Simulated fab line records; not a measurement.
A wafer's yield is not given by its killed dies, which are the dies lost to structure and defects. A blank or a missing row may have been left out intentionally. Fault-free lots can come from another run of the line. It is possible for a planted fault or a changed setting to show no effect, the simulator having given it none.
Chamber matching + flow n5 finfet + ald sin-04 running N5_SPACER0_ALD_00: 4 sister chambers
The step deposits SiOCN, target thk 3.5 nm, pulse time 3 s, purge time 2 s. 4 wafers are shown with their chamber, then 10 later ones without.

## WAFERS WITH THEIR CHAMBER
| wafer  | chamber | heater power w (W) |
|--------|---------|--------------------|
| L082.1 | 1       | 779                |
| L085.5 | 2       | 871                |
| L089.2 | 0       | 802                |
| L089.4 | 3       | 929                |

## WAFERS WITH NO CHAMBER GIVEN
| wafer  | heater power w (W) |
|--------|--------------------|
| L089.6 | 927                |
| L090.2 | 824                |
| L090.3 | 892                |
| L090.6 | 881                |
| L092.2 | 797                |
| L092.4 | 778                |
| L092.5 | 887                |
| L093.2 | 890                |
| L093.3 | 942                |
| L093.5 | 808                |

## EACH ONE'S CHAMBER
| wafer  | from the rows above          | in truth |
|--------|------------------------------|----------|
| L089.6 | 3                            | 3        |
| L090.2 | can't be placed: 0 or 1 or 2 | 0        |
| L090.3 | can't be placed: 2 or 3      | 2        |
| L090.6 | 2                            | 2        |
| L092.2 | can't be placed: 0 or 1      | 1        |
| L092.4 | can't be placed: 1 or 0      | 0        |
| L092.5 | can't be placed: 2 or 3      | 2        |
| L093.2 | can't be placed: 2 or 3      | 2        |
| L093.3 | 3                            | 3        |
| L093.5 | can't be placed: 0 or 1      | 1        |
Correct placement for 3 of the 10. Unplaceable from these rows: 7, with the true chamber sitting among the candidates in 7. Wrongly placed: 0.
How it was worked out, from the rows above alone: a wafer's distance from a chamber is the root of the sum, over the readings, of the square of ((its reading less the chamber's mean) divided by the reading's scatter). If the next closest chamber is less than 2 further off than the closest, the wafer can't be placed; otherwise it belongs to the closest. Each chamber's mean is taken over the wafers shown for it. The scatter (one wafer shown for each chamber): square how far every hidden wafer sits from the nearest shown wafer, average those squares and take the square root.
